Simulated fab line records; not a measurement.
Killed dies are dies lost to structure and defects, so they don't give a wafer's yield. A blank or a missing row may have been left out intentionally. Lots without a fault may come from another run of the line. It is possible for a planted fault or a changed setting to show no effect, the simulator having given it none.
A struck lot beside a sound one    flow nand_harc    16 steps out of a route of 1302
Sound: these wafers, L936.2, L936.3, L936.5. The struck wafers were L937.2, L937.4, L937.6. Last of all comes the cause.
Per side, at each step with rows, come the tool, then ch with its chambers, and then its first start. Under that, the readings that differ: sound wafers    struck wafers    difference of the means    sigmas: that difference in standard deviations of wafers without a fault.
alike: a reading whose means differ by less than 2 such deviations, as well as words and numbers matching on both sides. not compared: withheld readings; readings where some wafer has no value; bounds like >300 that might hide an equal value; numbers whose values overlap and for which the record gives no deviation.
The two part at a step that has a row with sigmas, a row that says differs or no value, or rows on one side only. Numbers that have no deviation but don't overlap get no sigmas and don't part them. A reading that every wafer of one side lacks parts them only if that side has two wafers or more.

NHARC_A_CHANNEL_HOLE_D1_ETCH_44: etches the open film in CF4/O2, target depth 140 nm, overetch 14 nm, time 77 s.
  sound on rie_diel-09 ch 1,2, day 11 11:32; struck on rie_diel-09 ch 0,2, day 12 01:08
  alike: drypump_motor_current_A, o2_flow_sccm, oes_product_au, rf_vpp_V, showerhead_plenum_p_Torr, throttle_valve_pct
  not compared: rf_hours_counter_h
then, 3 steps without rows for these wafers: NHARC_A_CHANNEL_HOLE_D1_STRIP_27 (strips in O2); NHARC_A_CHANNEL_HOLE_D1_PRECLEAN_28 (cleans in SC1); NHARC_A_CHANNEL_HOLE_D1_SRD_29.
NHARC_A_CHANNEL_HOLE_D1_CD_MEAS_30:
  struck on cd_sem-03, day 12 01:56; sound on cd_sem-02, day 11 12:20
  alike: cd_nm
NHARC_A_CHANNEL_HOLE_D1_XSEM_31:
  sound on xsem-01 ch 0, day 11 12:26; struck on xsem-01 ch 0, day 12 02:01
  alike: bot_cd_nm, bow_nm, tilt_deg
NHARC_A_CHANNEL_HOLE_D1_INSPECT_40:
  struck on defect_inspect-02, day 12 02:07; sound on defect_inspect-01, day 11 12:31
  alike: raw_defect_count
then, 2 steps without rows for these wafers: NHARC_A_CHANNEL_FILL_D1_PRECLEAN_00 (cleans in SC1); NHARC_A_CHANNEL_FILL_D1_SRD_01.
NHARC_A_CHANNEL_FILL_D1_ALD_02: deposits SiO2, target thk 6 nm, pulse time 10 s, ald cycles 60.
  sound on ald_hk-03 ch 0,2,3, day 11 12:52; struck on ald_hk-01 ch 0,1,2, day 12 02:19
  alike: ald_cycles, heater_power_w, precursor_pulse_height_rel
NHARC_A_CHANNEL_FILL_D1_ALD_03: deposits SiNx, target thk 6 nm, pulse time 60 s, ald cycles 58.
  sound on ald_sin_batch-02 ch 0; struck on ald_sin_batch-01 ch 0
  alike: ald_cycles, precursor_pulse_height_rel
NHARC_A_CHANNEL_FILL_D1_ALD_14: deposits SiO2, target thk 2.5 nm, pulse time 10 s, ald cycles 25.
  sound on ald_hk-02 ch 0,1,2, day 11 19:45; struck on ald_hk-03 ch 0,1,2, day 12 08:07
  alike: ald_cycles, heater_power_w, precursor_pulse_height_rel
NHARC_A_CHANNEL_FILL_D1_ALD_15: deposits SiNx, target thk 2 nm, pulse time 60 s, ald cycles 19.
  sound on ald_sin_batch-01 ch 0, day 11 22:50; struck on ald_sin_batch-03 ch 0, day 12 11:01
reading     sound     struck    difference  sigmas
ald_cycles  19 19 19  24 24 24  +5          
  alike: precursor_pulse_height_rel
NHARC_A_CHANNEL_FILL_D1_ALD_16: deposits SiO2, target thk 1.5 nm, pulse time 10 s, ald cycles 15.
  sound on ald_hk-03 ch 0,1,2, day 12 00:52; struck on ald_hk-03 ch 1,2,3, day 12 13:04
  alike: heater_power_w, precursor_pulse_height_rel
then, 1 step without rows for these wafers: NHARC_A_CHANNEL_FILL_D1_ANNEAL_17 (time 1800 s).
-- jump in the record: it breaks off in module A_CHANNEL_FILL_D1 and resumes in module END (first step shown: number 1302 of the route), and 15 days separate the struck wafers' starts before and after --
NHARC_END_SORT_01:
  sound on prober-01 ch 0, day 27 14:17; struck on prober-02 ch 0, day 27 22:07
  alike: killed_at_array, killed_at_other, killed_at_periphery, killed_dies, killed_open, killed_short

== WHERE THEY PART ==
Nowhere in this record.

WHY: whatever the simulator had introduced
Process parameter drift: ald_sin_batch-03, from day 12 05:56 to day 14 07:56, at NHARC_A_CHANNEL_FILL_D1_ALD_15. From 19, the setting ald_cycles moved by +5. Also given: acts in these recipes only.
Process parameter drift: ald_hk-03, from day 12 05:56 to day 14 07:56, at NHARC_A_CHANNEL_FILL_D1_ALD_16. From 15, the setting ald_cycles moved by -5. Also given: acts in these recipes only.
